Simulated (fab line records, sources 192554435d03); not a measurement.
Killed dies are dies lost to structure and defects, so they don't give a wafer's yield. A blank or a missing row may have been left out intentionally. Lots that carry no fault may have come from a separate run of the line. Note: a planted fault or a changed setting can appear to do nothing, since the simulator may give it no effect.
A struck lot beside a sound one | flow n5-finfet | 33 steps out of a route of 1938
Sound: these wafers, L363.1, L363.3, L363.5. Struck: wafer L359.5. (L359.2, L359.4 of the same lot were not struck and are left out.) The cause comes at the end.
Per side, at each step with rows, come the tool, then ch with its chambers, and then its first start. Under that, the readings that differ: sound wafers | struck wafers | difference of the means | sigmas: that difference in standard deviations of wafers without a fault.
alike: readings whose means differ by less than 2 such deviations, and words and numbers that are the same on both sides. not compared: withheld readings, readings that some wafer has no value for, bounds like >300 that may hide the same value, and numbers for which the record gives no deviation and whose values overlap.
The two part at a step that has a row with sigmas, a row that says differs or no value, or rows on one side only. Numbers that have no deviation but don't overlap get no sigmas and don't part them. A reading missing from all wafers of one side parts the sides only when that side holds two or more wafers.

first, 1 step without rows for these wafers: N5_GATE_CUT_SRD_32 (time 30 s).
N5_GATE_CUT_SAC_CAP_01: material SiNx, target thk 24 nm, pulse time 1 s, ald cycles 480.
  sound on ald-sin-04 ch 0,1, day 9 15:56; struck on ald-sin-03 ch 3, day 8 20:10
  reading            | sound       | struck | difference | sigmas
  heater-power-w (W) | 766 820 773 | 997    | +211       | +3
  alike: precursor-pulse-height-rel
  not compared: since-wet-clean-h
then, 2 steps without rows for these wafers: N5_GATE_CUT_PECVD_57 (deposits SiNx from SiH4/NH3/N2, target thk 21 nm); N5_GATE_CUT_CMP_02 (polishes, stops on SiO2, t overpolish 12.7 s, target thk 0 nm).
N5_GATE_CUT_HM_DEP_46: deposits SiO2 from TEOS/O2, target thk 130 nm, time 26.6 s.
  sound on pecvd-03 ch 0,1, day 9 18:32; struck on pecvd-03 ch 1, day 8 21:41
  alike: heater-power-w, showerhead-plenum-p-Torr, showerhead-vpp-V, throttle-valve-pct
  not compared: since-wet-clean-h
then, 6 steps without rows for these wafers: N5_GATE_CUT_COAT_34 (time 60 s, resist thk 60 nm); N5_GATE_CUT_COAT_35 (time 60 s, resist thk 10 nm); N5_GATE_CUT_COAT_27 (time 60 s, resist thk 10 nm); N5_GATE_CUT_COAT_07 (resist thk 30 nm); N5_GATE_CUT_EBR_09; N5_GATE_CUT_SOFTBAKE_08 (time 60 s).
N5_GATE_CUT_EXPOSE_10: exposes mask GATE CUT, target cd 20 nm.
  sound on euv-scanner-01 ch 0, day 9 18:44; struck on euv-scanner-02 ch 0, day 8 21:53
  alike: mask, stage-msd-nm
then, 2 steps without rows for these wafers: N5_GATE_CUT_PEB_11 (peb time 60 s); N5_GATE_CUT_DEVELOP_12 (develop time 30 s).
N5_GATE_CUT_CD_MEAS_13 targets a cd of 20 nm.
  sound on cd-sem-02 ch 0, day 9 18:52; struck on cd-sem-02 ch 0, day 8 22:01
  reading    | sound             | struck | difference | sigmas
  cd-nm (nm) | 20.17 20.39 19.79 | 10.57  | -9.55      | -35
N5_GATE_CUT_OVL_MEAS_14:
  sound on overlay-01 ch 0, day 9 18:54; struck on overlay-02 ch 0, day 8 22:03
  alike: GATE_CUT_OVL
N5_GATE_CUT_INSPECT_15: inspects for defects (brightfield).
  sound: defect-inspect-01 at day 9 18:58; struck: defect-inspect-01 at day 8 22:06
  alike: raw-defect-count
N5_GATE_CUT_DESCUM_18: chemistry O2, time 7 s.
  sound on rie-diel-02 ch 0,1,2, day 9 19:02; struck on rie-diel-02 ch 0, day 8 22:08
  reading                   | sound      | struck | difference | sigmas
  model.GATE_CUT.cd-nm (nm) | 20 20 20.2 | 10.6   | -9.5       |
  alike: drypump-motor-current-A, oes-product-au, rf-vpp-V, showerhead-plenum-p-Torr, throttle-valve-pct
  not compared: rf-hours-counter-h
then, 5 steps without rows for these wafers: N5_GATE_CUT_ETCH_28 (etches underlayer in N2/H2, target depth 13 nm, time 10.4 s); N5_GATE_CUT_ETCH_36 (etches SiARC in CF4, target depth 13 nm, time 21.7 s); N5_GATE_CUT_ETCH_37 (etches SOC in N2/H2, target depth 60 nm, overetch 12 nm, time 90 s); N5_GATE_CUT_STRIP_38 (strips in N2/H2); N5_GATE_CUT_STRIP_39 (strips in N2/H2).
N5_GATE_CUT_HM_OPEN_40: chemistry C4F6/O2, target SiO2, target depth 139 nm, time 85.1 s.
  sound on rie-diel-02 ch 0,1,2, day 9 19:12; struck on rie-diel-02 ch 0, day 8 22:18
  alike: drypump-motor-current-A, etch-rf-on-time-s, oes-product-au, rf-vpp-V, showerhead-plenum-p-Torr, throttle-valve-pct
  not compared: rf-hours-counter-h
then, 3 steps without rows for these wafers: N5_GATE_CUT_STRIP_41 (strips in CF4); N5_GATE_CUT_STRIP_42 (strips in O2); N5_GATE_CUT_ETCH_19 (etches SiNx in CH3F/O2, target depth 53.7 nm, time 76.7 s).
N5_GATE_CUT_CUT_ETCH_53: etches W in SF6/Cl2, target depth 79.2 nm.
  sound on rie-metal-02 ch 1, day 9 19:26; struck on rie-metal-03 ch 0, day 8 22:32
  reading               | sound          | struck | difference | sigmas
  oes-product-au (a.u.) | 0.75 0.75 0.75 | 0.60   | -0.15      | -2
  alike: drypump-motor-current-A, etch-rf-on-time-s, throttle-valve-pct
  not compared: rf-hours-counter-h
then, 2 steps without rows for these wafers: N5_GATE_CUT_CUT_ETCH_54 (etches TiN in Cl2/BCl3, target depth 96.7 nm); N5_GATE_CUT_CUT_ETCH_55 (etches HfO2 in BCl3, target depth 3.2 nm).
N5_GATE_CUT_ETCH_47: etches SiO2 in Cl2/BCl3, target depth 10 nm.
  sound on rie-metal-02 ch 1, day 9 19:35; struck on rie-metal-03 ch 0, day 8 22:41
  reading                   | sound          | struck | difference | sigmas
  oes-product-au (a.u.)     | 0.83 0.84 0.84 | 0.67   | -0.17      | -2
  model.GATE_CUT.cd-nm (nm) | 20.4 20.4 20.4 | 11.2   | -9.2       |
  alike: drypump-motor-current-A, throttle-valve-pct
  not compared: rf-hours-counter-h
N5_GATE_CUT_VAPOR_ETCH_48: etches TiN in BCl3/Cl2.
  sound on rie-metal-02 ch 1, day 9 19:37; struck on rie-metal-03 ch 0, day 8 22:43
  reading               | sound          | struck | difference | sigmas
  oes-product-au (a.u.) | 0.84 0.84 0.84 | 0.66   | -0.18      | -2
  alike: drypump-motor-current-A
N5_BEOL_M4_RC_MEAS_101:
  the record has rows for the sound wafers here (prober-02 ch 0, day 12 20:36) and none for the struck ones

== WHERE THEY PART ==
Last at N5_BEOL_M4_RC_MEAS_101 as far as this record goes, first at N5_GATE_CUT_SAC_CAP_01.

WHY: the cause the simulator had injected
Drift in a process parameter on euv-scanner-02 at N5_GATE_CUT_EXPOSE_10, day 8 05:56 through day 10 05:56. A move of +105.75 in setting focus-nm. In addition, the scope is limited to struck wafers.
